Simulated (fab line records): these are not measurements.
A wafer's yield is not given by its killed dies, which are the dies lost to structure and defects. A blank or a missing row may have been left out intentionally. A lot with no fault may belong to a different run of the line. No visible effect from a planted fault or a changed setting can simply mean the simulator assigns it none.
fab line records    flow nandHarc
record lots=6  wafers=18  lastDay=23
route steps=1159 shown A_SOURCE_PLATE@414 A_ONON_D1@424 END@1159
lots that met no fault: from a run of the same line without faults
startH: start of the lot's first displayed wafer, in hours after the record's first day    waitH: how many hours have passed since the lot's step before this one    " as in the row above    L1.1+2: one row covering several wafers at once    - value missing, or start not given    * or withheld: withheld    < > ~ a bound
route shown NAME@n: NAME is a module with steps in the file, n the number in the route of the first one    usual: mean/standard deviation taken from wafers without a fault    same: alike in all rows    chamber/n: place in a boat    sites: each site's reading    _std_site: how widely they spread, as a standard deviation    _edge_site: mean of outer sites minus mean of inner sites    radiusMm: for every site, how far away it sits from the centre of the wafer    mask NAME#n: copy n    behind: the most recent tool/chamber to have shaped the wafer    hold: reason for holding the lot/hours on hold/outcome of the hold    device: the transistor (n, p or np) that didn't switch    end of line: the route-end tests of the same wafers    where a step has no rows: the recipe by itself    killed: not the wafer's yield, but the dies lost to structure and defects at the first sort    map: a wafer's dies, marking killed ones x, the rest . and places with no die _
set.NAME: the setting the step ran with; set.NAME@STEP: the setting that earlier step ran with    model.NAME: the simulator's own value behind a step, which no gauge read
lots at selected steps of the route; one table per step, one row per wafer
services: when a tool's chamber went out of use (startH, in hours from the record's first day, below 0 if earlier), for how many hours, and the reason
## steps
# step NHARC_A_SOURCE_PLATE_SRD_01
# step NHARC_A_SOURCE_PLATE_OXIDE_02
# recipe targetThkA=100  tempC=900  oxTimeS=1362  material=SiO2
# step NHARC_A_SOURCE_PLATE_THK_MEAS_09
# recipe thkMeasGauge=ellipsometry
# usual thkNm=9.7/1.1
lot.wafer  tool          chamber  startH  waitH  thkNm
L918.1     filmMetro-01  -        159.64  0.4    10.6
L918.5     "             -        "       "      10.2
L918.6     "             -        "       "      9.0
L919.1     filmMetro-02  -        159.64  0.4    9.2
L919.2     "             -        "       "      7.6
L919.3     "             -        "       "      10.6
L929.3     filmMetro-01  -        220.71  0.4    11.1
L929.5     "             -        "       "      11.6
L929.6     "             -        "       "      8.8
L931.1     filmMetro-01  -        234.23  0.4    10.5
L931.5     "             -        "       "      9.8
L931.6     "             -        "       "      11.6
L935.3     filmMetro-02  -        251.11  0.4    9.5
L935.4     "             -        "       "      9.6
L935.6     "             -        "       "      10.3
L937.1     filmMetro-02  -        263.38  0.4    10.2
L937.5     "             -        "       "      10.7
L937.6     "             -        "       "      11.1
# step NHARC_A_SOURCE_PLATE_PVD_04
# recipe targetThkA=500  material=WSi2
# step NHARC_A_SOURCE_PLATE_CVD_03
# recipe targetThkA=2000  tempC=620  pressureMtorr=200  timeS=4000  material=poly-Si
# step NHARC_A_SOURCE_PLATE_ANNEAL_05
# recipe tempC=850  timeS=1800
# step NHARC_A_SOURCE_PLATE_THK_MEAS_06
# recipe thkMeasGauge=ellipsometry
# usual thkNm=200.3/2.2
lot.wafer  tool          chamber  startH  waitH  thkNm
L919.1     filmMetro-02  -        174.00  0.4    199.8
L919.2     "             -        "       "      199.4
L919.3     "             -        "       "      197.3
L918.1     filmMetro-02  -        174.00  0.4    202.5
L918.5     "             -        "       "      201.5
L918.6     "             -        "       "      203.7
L929.3     filmMetro-01  -        235.17  0.4    199.8
L929.5     "             -        "       "      198.5
L929.6     "             -        "       "      199.6
L931.1     filmMetro-02  -        247.49  0.4    198.7
L931.5     "             -        "       "      196.9
L931.6     "             -        "       "      198.5
L935.3     filmMetro-01  -        264.54  0.4    202.8
L935.4     "             -        "       "      203.2
L935.6     "             -        "       "      203.8
L937.1     filmMetro-01  -        276.54  0.4    200.8
L937.5     "             -        "       "      203.4
L937.6     "             -        "       "      199.3
# step NHARC_A_SOURCE_PLATE_INSPECT_08
# usual rawDefectCount=60/26
lot.wafer  tool              chamber  startH  waitH  rawDefectCount
L919.1     defectInspect-01  -        174.06  0.0    107
L919.2     "                 -        "       "      55
L919.3     "                 -        "       "      116
L918.1     defectInspect-01  -        174.06  0.0    50
L918.5     "                 -        "       "      33
L918.6     "                 -        "       "      58
L929.3     defectInspect-01  -        235.26  0.0    55
L929.5     "                 -        "       "      63
L929.6     "                 -        "       "      99
L931.1     defectInspect-01  -        247.55  0.0    48
L931.5     "                 -        "       "      54
L931.6     "                 -        "       "      27
L935.3     defectInspect-01  -        264.63  0.0    83
L935.4     "                 -        "       "      69
L935.6     "                 -        "       "      62
L937.1     defectInspect-01  -        276.61  0.0    82
L937.5     "                 -        "       "      79
L937.6     "                 -        "       "      37
# step NHARC_A_ONON_D1_DEP_00
# recipe targetThkA=10000  n2FlowSccm=2750  n2oFlowSccm=2000  nh3FlowSccm=500  sih4FlowSccm=210  tempC=400
# step NHARC_A_ONON_D1_THK_MEAS_02
# recipe thkMeasGauge=ellipsometry
# usual thkNm=1002/9.7
lot.wafer  tool          chamber  startH  waitH  thkNm
L919.1     filmMetro-01  -        174.63  -      1002
L919.2     "             -        "       "      1000
L919.3     "             -        "       "      1003
L918.1     filmMetro-02  -        174.64  -      998
L918.5     "             -        "       "      995
L918.6     "             -        "       "      996
L929.3     filmMetro-01  -        235.86  -      989
L929.5     "             -        "       "      991
L929.6     "             -        "       "      991
L931.1     filmMetro-01  -        248.13  -      1014
L931.5     "             -        "       "      1014
L931.6     "             -        "       "      1012
L935.3     filmMetro-01  -        265.20  -      1005
L935.4     "             -        "       "      1003
L935.6     "             -        "       "      1005
L937.1     filmMetro-02  -        277.23  -      1013
L937.5     "             -        "       "      1015
L937.6     "             -        "       "      1016
# step NHARC_A_ONON_D1_DEP_03
# recipe targetThkA=10000  n2FlowSccm=2750  n2oFlowSccm=2000  nh3FlowSccm=500  sih4FlowSccm=210  tempC=400
# usual susceptorTempC=399.99/0.26
lot.wafer  tool          chamber  startH  waitH  susceptorTempC
L919.1     pecvdOnon-01  0        174.69  0.1    400.45
L919.2     "             0        "       "      400.37
L919.3     "             0        "       "      400.12
L918.1     pecvdOnon-02  0        174.69  0.1    400.15
L918.5     "             0        "       "      399.85
L918.6     "             0        "       "      399.62
L929.3     pecvdOnon-02  0        236.04  0.2    399.78
L929.5     "             0        "       "      400.24
L929.6     "             0        "       "      400.07
L931.1     pecvdOnon-02  0        248.32  0.2    400.50
L931.5     "             0        "       "      399.99
L931.6     "             0        "       "      400.21
L935.3     pecvdOnon-04  0        265.38  0.2    400.28
L935.4     "             0        "       "      400.03
L935.6     "             0        "       "      399.91
L937.1     pecvdOnon-04  0        277.29  0.1    399.79
L937.5     "             0        "       "      399.78
L937.6     "             0        "       "      399.99
# step NHARC_A_ONON_D1_THK_MEAS_05
# recipe thkMeasGauge=ellipsometry
# usual thkNm=1002/10
lot.wafer  tool          chamber  startH  waitH  thkNm
L918.1     filmMetro-01  -        175.19  -      1001
L918.5     "             -        "       "      1002
L918.6     "             -        "       "      1003
L919.1     filmMetro-02  -        175.20  -      994
L919.2     "             -        "       "      992
L919.3     "             -        "       "      991
L929.3     filmMetro-02  -        236.44  -      1596
L929.5     "             -        "       "      1593
L929.6     "             -        "       "      1594
L931.1     filmMetro-02  -        248.83  -      987
L931.5     "             -        "       "      1562
L931.6     "             -        "       "      1562
L935.3     filmMetro-02  -        265.77  -      1015
L935.4     "             -        "       "      1013
L935.6     "             -        "       "      1015
L937.1     filmMetro-01  -        277.81  -      1019
L937.5     "             -        "       "      1023
L937.6     "             -        "       "      1022
# step NHARC_A_ONON_D1_DEP_06
# recipe targetThkA=10000  n2FlowSccm=2750  n2oFlowSccm=2000  nh3FlowSccm=500  sih4FlowSccm=210  tempC=400
# step NHARC_END_SORT_01
# recipe tempC=25
# usual killedAtArray=27/12  killedAtOther=0.8/1  killedAtPeriphery=4.0/2.5  killedDies=32/11  killedOpen=3.3/1.8  killedShort=2.0/1.5
# same grossDies=677
lot.wafer  tool       chamber  startH  waitH  killedAtArray  killedAtOther  killedAtPeriphery  killedDies  killedOpen  killedShort
L929.3     prober-02  0        505.79  3.1    673            1              3                  677         1           0
L929.5     prober-02  0        507.38  3.7    673            1              3                  677         9           1
L929.6     prober-02  0        508.18  4.0    672            1              4                  677         2           3
L931.5     prober-02  0        516.07  3.7    673            0              4                  677         8           1
L931.6     prober-02  0        516.88  4.0    674            0              3                  677         5           2
# killed by level:class
L929.3 A_ONON_D1:areaDep=640 A_CHANNEL_HOLE_D1:chamberFilmFlake=15 A_SLIT:chamberFilmFlake=11 A_SGD_CUT:chamberFilmFlake=3 P_M2:chamberFilmFlake=2 P_M2:geometricParticle:open=1 A_ZERO_WELL:chamberFilmFlake=1 A_CHANNEL_FILL_D1:chamberFilmFlake=1
L929.5 A_ONON_D1:areaDep=629 A_CHANNEL_HOLE_D1:chamberFilmFlake=15 A_SLIT:chamberFilmFlake=11 A_CHANNEL_FILL_D1:geometricParticle:open=3 A_WL_FILL:chamberFilmFlake=3 A_CONTACT:geometricParticle:open=2 A_STAIRCASE:chamberFilmFlake=2 A_CONTACT:chamberFilmFlake=2
L929.6 A_ONON_D1:areaDep=635 A_CHANNEL_HOLE_D1:chamberFilmFlake=21 A_SLIT:chamberFilmFlake=11 P_GATE:geometricParticle:short=1 P_M2:geometricParticle:open=1 A_CONTACT:geometricParticle:short=1 A_BLC:geometricParticle:short=1 A_M1:geometricParticle:open=1
L931.5 A_ONON_D1:areaDep=630 A_CHANNEL_HOLE_D1:chamberFilmFlake=16 A_SLIT:chamberFilmFlake=16 A_BLC:geometricParticle:open=3 A_STAIRCASE:chamberFilmFlake=3 A_CONTACT:geometricParticle:open=2 P_CONTACT:geometricParticle:open=1 P_M1:geometricParticle:open=1
L931.6 A_ONON_D1:areaDep=626 A_CHANNEL_HOLE_D1:chamberFilmFlake=20 A_SLIT:chamberFilmFlake=15 A_STAIRCASE:chamberFilmFlake=5 A_CONTACT:chamberFilmFlake=3 P_M1:geometricParticle:open=2 P_M0:geometricParticle:open=1 A_ONON_D1:geometricParticle:short=1
# map L929.3 (x killed, . not)
____________x____________
_________xxxxxxx_________
_______xxxxxxxxxxx_______
______xxxxxxxxxxxxx______
_____xxxxxxxxxxxxxxx_____
____xxxxxxxxxxxxxxxxx____
____xxxxxxxxxxxxxxxxx____
___xxxxxxxxxxxxxxxxxxx___
___xxxxxxxxxxxxxxxxxxx___
__xxxxxxxxxxxxxxxxxxxxx__
__xxxxxxxxxxxxxxxxxxxxx__
_xxxxxxxxxxxxxxxxxxxxxxx_
_xxxxxxxxxxxxxxxxxxxxxxx_
_xxxxxxxxxxxxxxxxxxxxxxx_
_xxxxxxxxxxxxxxxxxxxxxxx_
_xxxxxxxxxxxxxxxxxxxxxxx_
xxxxxxxxxxxxxxxxxxxxxxxxx
xxxxxxxxxxxxxxxxxxxxxxxxx
xxxxxxxxxxxxxxxxxxxxxxxxx
xxxxxxxxxxxxxxxxxxxxxxxxx
xxxxxxxxxxxxxxxxxxxxxxxxx
_xxxxxxxxxxxxxxxxxxxxxxx_
_xxxxxxxxxxxxxxxxxxxxxxx_
_xxxxxxxxxxxxxxxxxxxxxxx_
_xxxxxxxxxxxxxxxxxxxxxxx_
_xxxxxxxxxxxxxxxxxxxxxxx_
__xxxxxxxxxxxxxxxxxxxxx__
__xxxxxxxxxxxxxxxxxxxxx__
___xxxxxxxxxxxxxxxxxxx___
___xxxxxxxxxxxxxxxxxxx___
____xxxxxxxxxxxxxxxxx____
____xxxxxxxxxxxxxxxxx____
_____xxxxxxxxxxxxxxx_____
______xxxxxxxxxxxxx______
_______xxxxxxxxxxx_______
_________xxxxxxx_________
____________x____________
# map L931.5 (x killed, . not)
____________x____________
_________xxxxxxx_________
_______xxxxxxxxxxx_______
______xxxxxxxxxxxxx______
_____xxxxxxxxxxxxxxx_____
____xxxxxxxxxxxxxxxxx____
____xxxxxxxxxxxxxxxxx____
___xxxxxxxxxxxxxxxxxxx___
___xxxxxxxxxxxxxxxxxxx___
__xxxxxxxxxxxxxxxxxxxxx__
__xxxxxxxxxxxxxxxxxxxxx__
_xxxxxxxxxxxxxxxxxxxxxxx_
_xxxxxxxxxxxxxxxxxxxxxxx_
_xxxxxxxxxxxxxxxxxxxxxxx_
_xxxxxxxxxxxxxxxxxxxxxxx_
_xxxxxxxxxxxxxxxxxxxxxxx_
xxxxxxxxxxxxxxxxxxxxxxxxx
xxxxxxxxxxxxxxxxxxxxxxxxx
xxxxxxxxxxxxxxxxxxxxxxxxx
xxxxxxxxxxxxxxxxxxxxxxxxx
xxxxxxxxxxxxxxxxxxxxxxxxx
_xxxxxxxxxxxxxxxxxxxxxxx_
_xxxxxxxxxxxxxxxxxxxxxxx_
_xxxxxxxxxxxxxxxxxxxxxxx_
_xxxxxxxxxxxxxxxxxxxxxxx_
_xxxxxxxxxxxxxxxxxxxxxxx_
__xxxxxxxxxxxxxxxxxxxxx__
__xxxxxxxxxxxxxxxxxxxxx__
___xxxxxxxxxxxxxxxxxxx___
___xxxxxxxxxxxxxxxxxxx___
____xxxxxxxxxxxxxxxxx____
____xxxxxxxxxxxxxxxxx____
_____xxxxxxxxxxxxxxx_____
______xxxxxxxxxxxxx______
_______xxxxxxxxxxx_______
_________xxxxxxx_________
____________x____________
## services
tool          chamber  startH  hours  kind
pecvdOnon-01  -        195.00  13.0   pm
pecvdOnon-04  -        237.00  13.0   pm
## key
firstSign step=NHARC_A_ONON_D1_THK_MEAS_05  reading=thkNm  direction=up  sigmas=57  usual=1002  struck=1581
effect step=NHARC_END_SORT_01  reading=killedDies  direction=up  sigmas=58  usual=32  struck=677
moreKillsBornAt NHARC_A_ONON_D1_DEP_03@pecvdOnon-02=3160
metAt NHARC_A_ONON_D1_DEP_03
struckWafers L929.3,L929.5,L929.6,L931.5,L931.6
laterRowsLeftOut L929.3,L929.5,L929.6,L931.5,L931.6
testerLeftOut L929,L931
onsetBetween 174.69 236.04
fault kind=processParameterDrift  tool=pecvdOnon-02  chamber=-  onsetH=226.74  steps=NHARC_A_ONON_D1_DEP_03  channel=targetThkA  offset=*  shape=step  endH=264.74  scope=struckWafersOnly  actsIn=*  stated=*
# testerLeftOut: of these lots the tester's yield and bins aren't shown, on N5 and GAA mostly nor the transistor test; their killed dies are dies lost to structure and defects alone, not to doping, threshold or leakage, so they don't give the yield
# laterRowsLeftOut: the simulator's readings of these wafers behind a module that went badly wrong aren't trusted and aren't shown, but for the sort
